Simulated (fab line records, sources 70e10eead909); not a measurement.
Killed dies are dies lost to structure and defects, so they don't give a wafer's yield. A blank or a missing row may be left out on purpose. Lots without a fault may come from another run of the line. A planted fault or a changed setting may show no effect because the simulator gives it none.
Chamber matching | flow nand_harc | NHARC_A_STAIRCASE_TRIM_20 on rie_diel-09: 4 sister chambers
The step chemistry O2, time 211.2 s. 18 wafers are shown with their chamber, then 9 later ones without.

WAFERS WITH THEIR CHAMBER
wafer  | chamber | showerhead_plenum_p_Torr (Torr) | drypump_motor_current_A (A) | oes_product_au (a.u.)
L078.2 | 0       | 3.35                            | 6.41                        | 1.003
L078.3 | 1       | 3.73                            | 5.56                        | 1.000
L078.4 | 3       | 3.66                            | 6.02                        | 1.005
L079.2 | 1       | 3.73                            | 5.55                        | 0.985
L079.3 | 0       | 3.35                            | 6.44                        | 0.993
L079.4 | 3       | 3.66                            | 6.00                        | 1.009
L080.3 | 3       | 3.66                            | 6.00                        | 1.013
L080.5 | 3       | 3.66                            | 6.00                        | 1.009
L080.6 | 0       | 3.35                            | 6.42                        | 1.008
L082.1 | 2       | 3.36                            | 6.31                        | 1.002
L082.2 | 3       | 3.65                            | 6.01                        | 1.010
L082.4 | 1       | 3.72                            | 5.56                        | 0.996
L083.2 | 1       | 3.72                            | 5.57                        | 0.985
L083.3 | 3       | 3.65                            | 6.00                        | 1.008
L083.6 | 0       | 3.35                            | 6.43                        | 0.999
L085.1 | 1       | 3.72                            | 5.54                        | 1.005
L085.3 | 3       | 3.65                            | 6.02                        | 1.012
L085.6 | 2       | 3.36                            | 6.31                        | 1.000

SIGNATURES (means of the wafers above)
reading                  | chamber 0 | chamber 1 | chamber 2 | chamber 3 | scatter within a chamber
showerhead_plenum_p_Torr | 3.3500    | 3.7240    | 3.3600    | 3.6557    | 0.00456
drypump_motor_current_A  | 6.4250    | 5.5560    | 6.3100    | 6.0071    | 0.0106
oes_product_au           | 1.00075   | 0.99420   | 1.00100   | 1.00943   | 0.0059
Rule: a wafer's distance from a chamber is the root of the sum, over the readings, of the square of ((its reading less the chamber's mean) divided by the reading's scatter). The wafer belongs to the nearest chamber; if the next one is less than 2 further off, it can't be placed. The scatter: the root of (the sum of the squares of (reading less its chamber's mean) over the shown wafers, divided by (wafers less chambers)).

WAFERS WITHOUT THEIR CHAMBER
wafer  | showerhead_plenum_p_Torr (Torr) | drypump_motor_current_A (A) | oes_product_au (a.u.)
L092.2 | 3.71                            | 5.54                        | 1.004
L092.4 | 3.64                            | 6.02                        | 0.993
L092.5 | 3.64                            | 6.01                        | 0.999
L093.4 | 3.34                            | 6.30                        | 1.005
L093.5 | 3.70                            | 5.56                        | 1.011
L093.6 | 3.33                            | 6.40                        | 1.014
L097.2 | 3.69                            | 5.55                        | 1.002
L097.3 | 3.34                            | 6.28                        | 0.998
L097.5 | 3.32                            | 6.39                        | 1.009

WHICH CHAMBER EACH WENT THROUGH
wafer  | from the rows above | in truth
L092.2 | 1                   | 1
L092.4 | 3                   | 3
L092.5 | 3                   | 3
L093.4 | 2                   | 2
L093.5 | 1                   | 1
L093.6 | 0                   | 0
L097.2 | 1                   | 1
L097.3 | 2                   | 2
L097.5 | 0                   | 0
Placed correctly: 9 of 9. Can't be placed from these rows: 0. Placed wrongly: 0.
